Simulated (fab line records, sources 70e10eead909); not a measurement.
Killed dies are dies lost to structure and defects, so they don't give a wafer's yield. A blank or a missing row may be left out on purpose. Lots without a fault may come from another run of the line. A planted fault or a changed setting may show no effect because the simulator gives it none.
fab line records | flow nand_harc
record lots=6 wafers=18 last_day=24
route steps=1159 shown A_STAIRCASE@653 END@1159
lots that met no fault: from a run of the same line without faults
start_h: hours from the record's first day to the start of the lot's first wafer shown | wait_h: hours since the lot's step before | " the same as in the row above | L1.1+2: a row that stands for several wafers | - no value, or no start given | * or withheld: withheld | < > ~ a bound
route shown NAME@n: a module of which the file shows steps, and the number in the route of the first | usual: mean/standard deviation of fault-free wafers | same: alike in all rows | chamber/n: place in a boat | sites: the reading at each site | _std_site: their standard deviation | _edge_site: outer sites' mean less inner sites' | radius_mm: how far each site lies from the wafer's centre | mask NAME#n: copy n | behind: the tool/chamber that last shaped the wafer | hold: why the lot was held/for how many hours/how that ended | device: the transistor (n, p or np) that didn't switch | end of line: the same wafers' tests at the end of the route | a step without rows: its recipe alone | killed: dies lost to structure and defects at the first sort, not the wafer's yield | map: a wafer's dies, x killed, . not, _ none there
set.NAME: the setting as run; set.NAME@STEP: as run at that earlier step | model.NAME: the simulator's own value behind a step, which no gauge read
lots at some steps of the route; a table a step, a row a wafer
services: from which hour (start_h, from the record's first day; less than 0 if before it) a tool's chamber was out of use, for how many hours, and why
## steps
# step NHARC_A_STAIRCASE_DEP_259
# recipe target_thk_a=300 target_thk_nm=30 temp_c=400 pressure_torr=3.5 flow_sccm=200 rf_w=350 material=SiON
# usual heater_power_w=777/110 showerhead_vpp_V=1179/78
# columns lot.wafer tool chamber start_h wait_h heater_power_w showerhead_vpp_V
L232.3 pecvd-03 2 291.14 0.9 892 1317
L232.2 " 0 " " 628 1127
L232.4 " 2 " " 871 1337
L234.2 pecvd-03 2 309.56 1.3 878 1317
L234.1 " 0 " " 608 1128
L234.5 " 2 " " 867 1344
L237.2 pecvd-03 0 321.22 1.3 647 1120
L237.4 " 1 " " 886 1108
L237.6 " 0 " " 657 1131
L236.1 pecvd-03 0 340.90 1.6 673 1138
L236.5 " 1 " " 738 1119
L236.6 " 0 " " 671 1123
L244.3 pecvd-03 1 370.53 1.0 784 1106
L244.5 " 0 " " 653 1164
L244.4 " 2 " " 946 1323
L249.1 pecvd-03 0 390.39 1.7 653 1153
L249.4 " 1 " " 735 1124
L249.5 " 0 " " 660 1137
# step NHARC_A_STAIRCASE_DEHYDRATE_281
# recipe temp_c=150 time_s=120
# step NHARC_A_STAIRCASE_HMDS_282
# recipe time_s=30
# step NHARC_A_STAIRCASE_COAT_283
# recipe spin_rpm=1200
# step NHARC_A_STAIRCASE_SOFTBAKE_284
# recipe temp_c=135 time_s=170
# step NHARC_A_STAIRCASE_EBR_285
# step NHARC_A_STAIRCASE_EXPOSE_286
# recipe na=0.5 dose_mj=25.01 mask_id=CHOP_100
# step NHARC_A_STAIRCASE_PEB_287
# recipe peb_temp_c=115 peb_time_s=130
# step NHARC_A_STAIRCASE_DEVELOP_288
# recipe time_s=140
# step NHARC_A_STAIRCASE_HARDBAKE_290
# recipe temp_c=120 time_s=140
# step NHARC_A_STAIRCASE_DESCUM_291
# recipe time_s=3 o2_flow_sccm=200 ar_flow_sccm=0 bias_power_w=0 chemistry=O2
# usual drypump_motor_current_A=5.6/0.48 oes_product_au=1.000/0.0072 rf_vpp_V=57.7/0.92 showerhead_plenum_p_Torr=1.89/0.084 throttle_valve_pct=11.311/0.0079
# same bias_power_w=0
# columns lot.wafer tool chamber start_h wait_h drypump_motor_current_A oes_product_au rf_hours_counter_h rf_vpp_V showerhead_plenum_p_Torr throttle_valve_pct
L232.4 rie_diel-12 3 292.12 - 6.0 0.987 26 58.0 1.99 11.297
L232.3 " 0 " " 5.7 0.993 25 56.9 1.91 11.306
L232.2 " 1 " " 5.0 0.986 24 58.3 1.82 11.297
L234.2 rie_diel-04 0 310.43 - 5.0 0.992 5 56.0 1.79 11.315
L234.1 " 1 " " 6.2 0.996 1 56.0 1.84 11.304
L234.5 " 3 " " 5.2 0.997 - 58.9 1.99 11.309
L237.2 rie_diel-11 3 322.15 - 5.9 1.001 49 57.5 2.04 11.319
L237.4 " 2 " " 4.8 0.992 50 57.2 2.00 11.311
L237.6 " 0 " " 5.1 0.993 - 57.2 1.78 11.307
L236.1 rie_diel-12 3 341.71 - 6.0 0.991 44 55.8 1.98 11.313
L236.5 " 1 " " 5.0 0.992 - 56.5 1.81 11.305
L236.6 " 2 " " 5.7 0.998 - 58.3 1.91 11.314
L244.4 rie_diel-12 3 371.55 - 6.0 0.991 56 57.1 1.98 11.312
L244.3 " 1 " " 5.0 0.992 55 57.3 1.81 11.309
L244.5 " 2 " " 5.8 1.003 - 58.7 1.90 11.301
L249.4 rie_diel-12 3 391.19 - 5.9 1.014 1 58.5 1.98 11.321
L249.1 " 0 " " 5.7 1.001 1 59.4 1.90 11.310
L249.5 " 0 " " 5.7 1.000 - 57.9 1.90 11.298
# step NHARC_A_STAIRCASE_ETCH_292
# recipe cf4_flow_sccm=100 chf3_flow_sccm=30 ar_flow_sccm=0 rf_w=500 bias_w=200 chemistry=CF4/CHF3
# usual drypump_motor_current_A=5.6/0.47 oes_product_au=0.949/0.023 rf_vpp_V=370.2/2.3 showerhead_plenum_p_Torr=1.56/0.066 throttle_valve_pct=16.802/0.0094
# columns lot.wafer tool chamber start_h wait_h drypump_motor_current_A oes_product_au rf_hours_counter_h rf_vpp_V showerhead_plenum_p_Torr throttle_valve_pct
L232.2 rie_diel-12 1 292.20 0.1 5.0 0.923 24 368.2 1.50 16.802
L232.4 " 2 " " 5.7 0.926 25 371.9 1.57 16.819
L232.3 " 0 " " 5.7 0.919 25 370.3 1.57 16.823
L234.1 rie_diel-04 0 310.50 0.1 5.0 0.955 5 367.2 1.48 16.820
L234.2 " 1 " " 6.2 0.963 1 369.2 1.52 16.790
L234.5 " 0 " " 5.0 0.956 - 368.8 1.48 16.807
L237.4 rie_diel-11 3 322.24 0.1 5.9 0.930 49 373.8 1.67 16.811
L237.2 " 0 " " 5.0 0.930 49 366.1 1.47 16.805
L237.6 " 3 " " 5.9 0.934 - 373.2 1.67 16.811
L236.1 rie_diel-12 2 341.81 0.1 5.8 0.926 43 371.9 1.57 16.822
L236.6 " 3 " " 6.0 0.922 - 371.4 1.63 16.801
L236.5 " 0 " " 5.8 0.941 - 369.7 1.57 16.811
L244.4 rie_diel-12 0 371.65 0.1 5.8 0.925 55 371.0 1.56 16.789
L244.3 " 1 " " 5.0 0.924 55 367.9 1.49 16.799
L244.5 " 3 " " 5.9 0.923 - 372.6 1.62 16.805
L249.1 rie_diel-12 1 391.36 0.2 5.0 0.940 1 368.0 1.49 16.803
L249.4 " 2 " " 5.7 0.956 1 369.7 1.56 16.795
L249.5 " 3 " " 5.9 0.942 - 372.2 1.62 16.809
# step NHARC_A_STAIRCASE_HM_OPEN_460
# recipe o2_flow_sccm=400 cos_flow_sccm=20 ar_flow_sccm=0 rf_w=500 bias_w=300 chemistry=O2/COS
# step NHARC_A_STAIRCASE_STRIP_461
# recipe o2_flow_sccm=400 cos_flow_sccm=20 ar_flow_sccm=0 bias_w=0 chemistry=O2/COS
# step NHARC_A_STAIRCASE_ETCH_452
# recipe target_depth_a=300 overetch_a=30 time_s=16.5 ion_energy_ev=100 cf4_flow_sccm=80 o2_flow_sccm=20 ar_flow_sccm=0 rf_w=300 bias_w=100 chemistry=CF4/O2
# usual drypump_motor_current_A=5.6/0.49 oes_product_au=1.001/0.0074 rf_vpp_V=197.5/1.5 showerhead_plenum_p_Torr=1.32/0.057 throttle_valve_pct=13.396/0.01
# columns lot.wafer tool chamber start_h wait_h drypump_motor_current_A oes_product_au rf_hours_counter_h rf_vpp_V showerhead_plenum_p_Torr throttle_valve_pct
L232.2 rie_diel-12 0 - - 5.8 0.999 25 198.5 1.33 13.400
L232.3 " 2 " " 5.8 1.002 26 196.9 1.33 13.410
L232.4 " 3 " " 5.9 0.997 26 197.9 1.39 13.402
L234.1 rie_diel-04 1 - - 6.2 1.011 1 195.5 1.28 13.392
L234.2 " 3 " " 5.3 1.010 5 199.1 1.38 13.413
L234.5 " 1 " " 6.1 1.005 - 197.9 1.28 13.399
L237.4 rie_diel-11 1 - - 6.4 1.006 52 197.5 1.26 13.388
L237.2 " 2 " " 4.8 1.017 50 197.3 1.40 13.400
L237.6 " 2 " " 4.8 1.008 - 198.4 1.40 13.384
L236.1 rie_diel-12 1 - - 5.0 0.983 43 195.0 1.26 13.380
L236.6 " 3 " " 5.9 1.001 - 200.1 1.38 13.392
L236.5 " 0 " " 5.8 1.006 - 198.2 1.33 13.413
L244.4 rie_diel-12 1 - - 5.0 0.992 55 194.3 1.26 13.378
L244.3 " 2 " " 5.8 0.996 56 198.3 1.33 13.395
L244.5 " 0 " " 5.7 1.001 - 197.6 1.32 13.395
L249.1 rie_diel-12 1 - - 5.0 1.004 1 196.1 1.26 13.390
L249.4 " 2 " " 5.8 1.009 1 198.3 1.33 13.396
L249.5 " 1 " " 5.0 0.986 - 196.7 1.26 13.393
# step NHARC_A_STAIRCASE_ETCH_294
# recipe target_depth_a=49920 time_s=1212.4 ion_energy_ev=800 c4f8_flow_sccm=80 o2_flow_sccm=60 ar_flow_sccm=withheld rf_w=600 bias_w=3000 chemistry=C4F8/O2/Ar
# step NHARC_A_STAIRCASE_STRIP_295
# recipe o2_flow_sccm=500 ar_flow_sccm=0 bias_w=0 chemistry=O2
# step NHARC_A_STAIRCASE_STRIP_296
# recipe time_s=900 temp_c=130 chemistry=SPM
# step NHARC_A_STAIRCASE_PRECLEAN_297
# recipe time_s=* temp_c=50 bath_age_min=0 chemistry=SC1
# step NHARC_A_STAIRCASE_SRD_298
# step NHARC_A_STAIRCASE_HM_DEP_462
# recipe target_thk_a=8000 temp_c=400 material=aC
# usual throttle_valve_pct=35.001/0.0099
# columns lot.wafer tool chamber start_h wait_h throttle_valve_pct
L232.2 acl_dep-03 0 299.02 4.5 35.015
L232.3 " 0 " " 34.992
L232.4 " 0 " " 34.988
L234.1 acl_dep-01 0 312.74 0.1 35.011
L234.2 " 0 " " 35.002
L234.5 " 0 " " 34.989
L237.2 acl_dep-01 0 326.85 2.4 35.015
L237.4 " 0 " " 35.020
L237.6 " 0 " " 35.001
L236.1 acl_dep-03 0 345.41 1.5 34.988
L236.5 " 0 346.63 2.7 35.004
L236.6 " 0 " " 34.999
L244.3 acl_dep-02 0 375.17 0.7 35.001
L244.4 " 0 " " 34.995
L244.5 " 0 " " 34.995
L249.1 acl_dep-01 0 394.09 0.6 35.019
L249.4 " 0 " " 34.997
L249.5 " 0 " " 35.021
# step NHARC_A_STAIRCASE_DEP_301
# recipe target_thk_a=300 target_thk_nm=30 temp_c=400 pressure_torr=3.5 flow_sccm=200 rf_w=350 material=SiON
# step NHARC_A_STAIRCASE_DEHYDRATE_302
# recipe temp_c=150 time_s=120
# step NHARC_A_STAIRCASE_HMDS_303
# recipe time_s=30
# step NHARC_A_STAIRCASE_COAT_304
# recipe spin_rpm=1200
# step NHARC_A_STAIRCASE_SOFTBAKE_305
# recipe temp_c=135 time_s=170
# step NHARC_A_STAIRCASE_EBR_306
# step NHARC_A_STAIRCASE_EXPOSE_307
# recipe na=0.5 dose_mj=45.72 mask_id=CHOP_50
# step NHARC_A_STAIRCASE_PEB_308
# recipe peb_temp_c=115 peb_time_s=130
# step NHARC_A_STAIRCASE_DEVELOP_309
# recipe time_s=140
# step NHARC_A_STAIRCASE_HARDBAKE_311
# recipe temp_c=120 time_s=140
# step NHARC_A_STAIRCASE_DESCUM_312
# recipe time_s=3 o2_flow_sccm=200 ar_flow_sccm=0 bias_power_w=0 chemistry=O2
# step NHARC_A_STAIRCASE_ETCH_313
# recipe cf4_flow_sccm=100 chf3_flow_sccm=30 ar_flow_sccm=0 rf_w=500 bias_w=200 chemistry=CF4/CHF3
# step NHARC_A_STAIRCASE_HM_OPEN_463
# recipe o2_flow_sccm=400 cos_flow_sccm=20 ar_flow_sccm=0 rf_w=500 bias_w=300 chemistry=O2/COS
# step NHARC_A_STAIRCASE_STRIP_464
# recipe o2_flow_sccm=400 cos_flow_sccm=20 ar_flow_sccm=0 bias_w=0 chemistry=O2/COS
# step NHARC_A_STAIRCASE_ETCH_453
# recipe target_depth_a=300 overetch_a=30 time_s=16.5 ion_energy_ev=100 cf4_flow_sccm=80 o2_flow_sccm=20 ar_flow_sccm=0 rf_w=300 bias_w=100 chemistry=CF4/O2
# usual drypump_motor_current_A=5.6/0.5 oes_product_au=1.002/0.0071 rf_vpp_V=197.7/1.5 showerhead_plenum_p_Torr=1.33/0.061 throttle_valve_pct=13.397/0.0094
# columns lot.wafer tool chamber start_h wait_h drypump_motor_current_A oes_product_au rf_hours_counter_h rf_vpp_V showerhead_plenum_p_Torr throttle_valve_pct
L232.3 rie_diel-04 0 - - 5.0 0.994 3 197.1 1.25 13.389
L232.2 " 2 " " 5.7 0.997 3 198.9 1.30 13.394
L232.4 " 2 " " 5.7 0.986 - 195.7 1.30 13.406
L234.2 rie_diel-04 3 - - 5.3 1.015 8 198.3 1.38 13.403
L234.1 " 1 " " 6.2 1.012 3 196.4 1.28 13.410
L234.5 " 0 " " 5.0 1.009 - 196.0 1.25 13.401
L237.4 rie_diel-04 0 - - 5.0 1.010 13 198.5 1.25 13.397
L237.2 " 1 " " 6.1 0.997 7 196.8 1.28 13.399
L237.6 " 0 " " 5.0 1.011 - 196.2 1.25 13.420
L236.1 rie_diel-04 3 - - 5.3 1.006 20 198.3 1.38 13.392
L236.5 " 1 " " 6.1 1.010 - 196.4 1.28 13.402
L236.6 " 2 " " 5.7 1.001 - 197.8 1.30 13.386
L244.3 rie_diel-11 1 - - 6.4 1.008 0 195.7 1.26 13.379
L244.5 " 2 " " 4.8 1.010 - 197.6 1.39 13.393
L244.4 " 0 " " 5.0 0.997 - 201.2 1.45 13.388
L249.1 rie_diel-04 1 - - 6.2 1.010 35 196.3 1.28 13.382
L249.4 " 2 " " 5.7 1.005 42 196.9 1.29 13.404
L249.5 " 1 " " 6.2 1.006 - 195.3 1.28 13.381
# step NHARC_A_STAIRCASE_ETCH_315
# recipe target_depth_a=25000 time_s=607.1 ion_energy_ev=800 c4f8_flow_sccm=80 o2_flow_sccm=60 ar_flow_sccm=withheld rf_w=600 bias_w=3000 chemistry=C4F8/O2/Ar
# step NHARC_A_STAIRCASE_STRIP_316
# recipe o2_flow_sccm=500 ar_flow_sccm=0 bias_w=0 chemistry=O2
# step NHARC_A_STAIRCASE_STRIP_317
# recipe time_s=900 temp_c=130 chemistry=SPM
# step NHARC_END_SORT_01
# recipe temp_c=25
# usual killed_at_array=29/11 killed_at_other=0.6/0.92 killed_at_periphery=3.2/2 killed_dies=33/11 killed_open=3.2/2 killed_short=1.9/1.5
# same gross_dies=677
# columns lot.wafer tool chamber start_h wait_h killed_at_array killed_at_other killed_at_periphery killed_dies killed_open killed_short
L237.2 prober-01 0 501.50 2.8 19 1 3 23 3 2
L237.4 prober-01 0 503.10 3.4 31 1 2 34 4 1
L237.6 prober-01 0 504.69 4.0 28 2 0 30 3 1
L236.1 prober-01 0 519.44 2.5 31 0 2 33 0 1
L236.5 prober-01 0 522.57 3.6 35 0 5 40 7 1
L236.6 prober-01 0 523.35 3.9 22 0 4 26 5 1
L244.3 prober-02 0 572.17 3.1 120 1 1 122 4 1
L244.4 prober-02 0 572.97 3.4 114 0 3 117 3 1
L244.5 prober-02 0 573.77 3.7 100 2 4 106 4 1
L249.1 prober-02 0 578.40 2.5 118 0 4 122 4 1
L249.4 prober-02 0 580.78 3.4 121 0 3 124 1 1
L249.5 prober-02 0 581.57 3.7 115 0 7 122 3 0
# killed by level:class
L237.2 A_SLIT:chamber_film_flake=9 A_WL_FILL:chamber_film_flake=3 A_CHANNEL_HOLE_D1:chamber_film_flake=2 P_M1:geometric_particle:short=1 A_ONON_D1:geometric_particle:open=1 A_CHANNEL_FILL_D1:geometric_particle:short=1 A_CONTACT:geometric_particle:open=1 A_M0:geometric_particle:open=1
L237.4 A_SLIT:chamber_film_flake=16 A_CHANNEL_HOLE_D1:chamber_film_flake=5 A_STAIRCASE:chamber_film_flake=3 A_CONTACT:chamber_film_flake=3 P_CONTACT:geometric_particle:open=1 P_M0:geometric_particle:open=1 A_SOURCE_PLATE:geometric_particle:open=1 A_ONON_D1:geometric_particle:open=1
L237.6 A_SLIT:chamber_film_flake=9 A_CHANNEL_HOLE_D1:chamber_film_flake=4 A_CONTACT:chamber_film_flake=4 A_STAIRCASE:chamber_film_flake=3 A_WL_FILL:chamber_film_flake=3 A_CONTACT:geometric_particle:open=2 THIN_TSV:chamber_film_flake=2 A_ONON_D1:geometric_particle:short=1
L236.1 A_SLIT:chamber_film_flake=18 A_CHANNEL_HOLE_D1:chamber_film_flake=6 A_ZERO_WELL:chamber_film_flake=2 A_WL_FILL:chamber_film_flake=2 A_CONTACT:chamber_film_flake=2 A_CHANNEL_FILL_D1:geometric_particle:short=1 P_ZERO_WELL:chamber_film_flake=1 P_M0:chamber_film_flake=1
L236.5 A_SLIT:chamber_film_flake=14 A_CHANNEL_HOLE_D1:chamber_film_flake=6 A_CONTACT:chamber_film_flake=4 P_ZERO_WELL:chamber_film_flake=3 P_M0:geometric_particle:open=2 A_ZERO_WELL:chamber_film_flake=2 A_STAIRCASE:chamber_film_flake=2 A_ONON_D1:geometric_particle:open=1
L236.6 A_SLIT:chamber_film_flake=7 A_STAIRCASE:chamber_film_flake=4 A_CONTACT:geometric_particle:open=3 A_CONTACT:chamber_film_flake=3 P_ZERO_WELL:chamber_film_flake=2 A_CHANNEL_HOLE_D1:chamber_film_flake=2 P_CONTACT:geometric_particle:open=1 A_CHANNEL_HOLE_D1:geometric_particle:open=1
L244.3 A_STAIRCASE:unspecified=71 A_CHANNEL_HOLE_D1:chamber_film_flake=26 A_SLIT:chamber_film_flake=13 A_CONTACT:chamber_film_flake=3 A_STAIRCASE:chamber_film_flake=2 A_ONON_D1:geometric_particle:short=1 A_STAIRCASE:geometric_particle:open=1 A_SGD_CUT:geometric_particle:open=1
L244.4 A_STAIRCASE:unspecified=63 A_CHANNEL_HOLE_D1:chamber_film_flake=19 A_SLIT:chamber_film_flake=15 A_STAIRCASE:chamber_film_flake=7 A_CONTACT:chamber_film_flake=7 P_CONTACT:geometric_particle:open=1 A_CHANNEL_FILL_D1:geometric_particle:open=1 A_WL_FILL:geometric_particle:short=1
L244.5 A_STAIRCASE:unspecified=73 A_CHANNEL_HOLE_D1:chamber_film_flake=8 A_SLIT:chamber_film_flake=7 A_STAIRCASE:chamber_film_flake=6 A_CONTACT:geometric_particle:open=2 P_M1:chamber_film_flake=2 THIN_TSV:chamber_film_flake=2 A_CHANNEL_FILL_D1:geometric_particle:open=1
L249.1 A_STAIRCASE:unspecified=79 A_SLIT:chamber_film_flake=17 A_CONTACT:chamber_film_flake=6 A_BLC:chamber_film_flake=6 A_CHANNEL_HOLE_D1:chamber_film_flake=4 P_M2:chamber_film_flake=3 A_STAIRCASE:chamber_film_flake=2 P_M2:geometric_particle:short=1
L249.4 A_STAIRCASE:unspecified=81 A_SLIT:chamber_film_flake=14 A_CONTACT:chamber_film_flake=10 A_CHANNEL_HOLE_D1:chamber_film_flake=7 A_STAIRCASE:chamber_film_flake=4 A_BLC:chamber_film_flake=3 P_M2:chamber_film_flake=2 A_CHANNEL_FILL_D1:geometric_particle:open=1
L249.5 A_STAIRCASE:unspecified=80 A_CONTACT:chamber_film_flake=10 A_SLIT:chamber_film_flake=9 A_BLC:chamber_film_flake=6 P_M2:chamber_film_flake=4 P_GATE:chamber_film_flake=3 A_CHANNEL_HOLE_D1:chamber_film_flake=3 A_WL_FILL:chamber_film_flake=3
# map L244.3 (x killed, . not)
____________.____________
_________.....xx_________
_______........xx._______
______......x.xxx..______
_____.......xxxxxx.._____
____........xxxxxx...____
____........xxxxxxx..____
___.......x.xxxxxxx...___
___.........xxxxxxxx..___
__.........xxxxxxx.x...__
__.x........xxxxxxx....__
_x..........xxx.xx......_
_.x....xx....xxx.x......_
_x...........x.xx......._
_xx............x........_
_x............x........._
xxx......x....x..........
.xxx....x................
.........x...x..........x
x..x.......x.............
........x...x...x........
_......x.x.............._
_.......xxx.x..........._
_......xxxx...x........._
_.....x...x............._
_x......xxxxxx.........._
__.....x...............__
__........x............__
___...................___
___........x..........___
____.................____
____.................____
_____..............._____
______.............______
_______..........._______
_________......._________
____________.____________
# map L249.4 (x killed, . not)
____________.____________
_________......._________
_______..........._______
______...x.........______
_____.....xx........_____
____....x.xx.x.......____
____.....x....x.x....____
___.....x.............___
___.....x.xxx.x.......___
__.......xxx...........__
__........xx...........__
_.......x....x.........._
_....x......xx.........._
_.....x..xxx............_
_.......x..............._
_......x..........x....._
....x.x....x.............
...x....x....x..........x
............x............
.........................
.x.........xx............
_............xxxx......._
_..........x.xxxx......._
_.........xxxxxxx......._
_........xxxxxxxxx......_
_.......x.xxxxxxx..x...._
__........xxxxxxx......__
__.......xxxxxxxxx..x..__
___.......xxxxxxx.x...___
___.......xxxxxx.x....___
____......xxxxx.x....____
____.......xxxxx.....____
_____......x..x....._____
______.......x.....______
_______..........._______
_________......._________
____________.____________
## services
# columns tool chamber start_h hours kind
rie_diel-12 0 285.24 - clean
rie_diel-12 1 285.24 - clean
rie_diel-12 2 285.24 - clean
rie_diel-12 3 285.24 - clean
rie_diel-04 - 288.90 9.0 pm
pecvd-03 - 292.36 13.0 pm
acl_dep-01 - 293.00 13.0 pm
rie_diel-12 0 310.56 - clean
rie_diel-12 1 310.56 - clean
rie_diel-12 2 310.56 - clean
rie_diel-12 3 310.56 - clean
pecvd-03 - 323.59 2.8 repair
rie_diel-12 0 335.67 - clean
rie_diel-12 1 335.67 - clean
rie_diel-12 2 335.67 - clean
rie_diel-12 3 335.67 - clean
acl_dep-02 - 350.65 13.0 pm
rie_diel-12 0 360.21 - clean
rie_diel-12 1 360.21 - clean
rie_diel-04 2 362.65 7.9 repair
rie_diel-11 2 363.14 3.9 repair
rie_diel-11 - 366.82 9.0 pm
rie_diel-12 - 379.69 9.0 pm
rie_diel-04 3 381.53 3.7 repair
## key
first_sign step=NHARC_END_SORT_01 reading=killed_at_array direction=up sigmas=8 usual=29 struck=115
effect step=NHARC_END_SORT_01 reading=killed_dies direction=up sigmas=7.8 usual=33 struck=119
more_kills_born_at NHARC_A_STAIRCASE_ETCH_292@rie_diel-12=443
met_at NHARC_A_STAIRCASE_ETCH_292
struck_wafers L244.3,L244.4,L244.5,L249.1,L249.4,L249.5
tester_left_out L244,L249
onset_between 341.81 371.65
also_fits time
fault kind=chamber_particle_source tool=rie_diel-12 chamber=- onset_h=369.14 steps=NHARC_A_STAIRCASE_ETCH_292 rate_per_visit_cm2=0.6881 end_h=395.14
# tester_left_out: of these lots the tester's yield and bins aren't shown, on N5 and GAA mostly nor the transistor test; their killed dies are dies lost to structure and defects alone, not to doping, threshold or leakage, so they don't give the yield
